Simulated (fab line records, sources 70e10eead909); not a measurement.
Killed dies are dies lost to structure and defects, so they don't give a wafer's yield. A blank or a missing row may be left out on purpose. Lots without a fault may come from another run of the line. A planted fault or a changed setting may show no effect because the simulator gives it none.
Chamber matching | flow nand_harc | NHARC_P_M0_CMP_23 on cmp-01: 4 sister chambers
The step polishes, t overpolish 20 s, target thk 117.54 nm. 22 wafers are shown with their chamber, then 11 later ones without.

WAFERS WITH THEIR CHAMBER
wafer  | chamber | motor_current_A (A) | time_to_endpoint_s (s)
L075.2 | 3       | 10.7                | 32.6
L075.3 | 0       | 9.6                 | 29.6
L075.6 | 1       | 9.5                 | 28.7
L076.1 | 2       | 11.3                | 35.8
L076.4 | 0       | 9.3                 | 28.3
L076.6 | 3       | 10.8                | 32.4
L077.1 | 2       | 11.0                | 34.6
L077.3 | 3       | 10.7                | 30.2
L077.6 | 3       | 10.7                | 30.5
L079.3 | 1       | 9.7                 | 26.2
L079.4 | 0       | 10.0                | 27.3
L079.6 | 0       | 9.5                 | 27.1
L081.2 | 1       | 9.7                 | 24.5
L081.3 | 0       | 9.7                 | 23.6
L081.6 | 1       | 9.8                 | 22.9
L083.1 | 2       | 11.0                | 31.3
L083.2 | 3       | 10.7                | 29.0
L083.3 | 0       | 9.2                 | 27.9
L085.1 | 0       | 9.5                 | 29.0
L085.3 | 2       | 11.0                | 29.4
L085.4 | 3       | 10.5                | 30.0
L086.2 | 0       | 9.4                 | 28.0

SIGNATURES (means of the wafers above)
reading            | chamber 0 | chamber 1 | chamber 2 | chamber 3 | scatter within a chamber
motor_current_A    | 9.525     | 9.675     | 11.075    | 10.683    | 0.182
time_to_endpoint_s | 27.600    | 25.575    | 32.775    | 30.783    | 2.08
Rule: a wafer's distance from a chamber is the root of the sum, over the readings, of the square of ((its reading less the chamber's mean) divided by the reading's scatter). The wafer belongs to the nearest chamber; if the next one is less than 2 further off, it can't be placed. The scatter: the root of (the sum of the squares of (reading less its chamber's mean) over the shown wafers, divided by (wafers less chambers)).

WAFERS WITHOUT THEIR CHAMBER
wafer  | motor_current_A (A) | time_to_endpoint_s (s)
L086.3 | 11.2                | 31.5
L086.5 | 11.2                | 33.5
L089.2 | 11.2                | 35.4
L089.5 | 10.5                | 35.6
L089.6 | 10.1                | 27.7
L092.2 | 10.5                | 34.0
L092.3 | 10.3                | 29.3
L092.4 | 9.6                 | 29.8
L094.2 | 10.0                | 28.2
L094.3 | 9.6                 | 30.3
L094.6 | 9.7                 | 28.6

WHICH CHAMBER EACH WENT THROUGH
wafer  | from the rows above          | in truth
L086.3 | can't be placed: 2 or 3      | 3
L086.5 | 2                            | 2
L089.2 | 2                            | 2
L089.5 | can't be placed: 3 or 2      | 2
L089.6 | can't be placed: 1 or 0 or 3 | 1
L092.2 | can't be placed: 3 or 2      | 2
L092.3 | can't be placed: 3 or 1      | 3
L092.4 | can't be placed: 0 or 1      | 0
L094.2 | can't be placed: 1 or 0 or 3 | 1
L094.3 | can't be placed: 0 or 1      | 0
L094.6 | can't be placed: 0 or 1      | 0
Placed correctly: 2 of 11. Can't be placed from these rows: 9 (the true chamber is among the candidates in 9). Placed wrongly: 0.
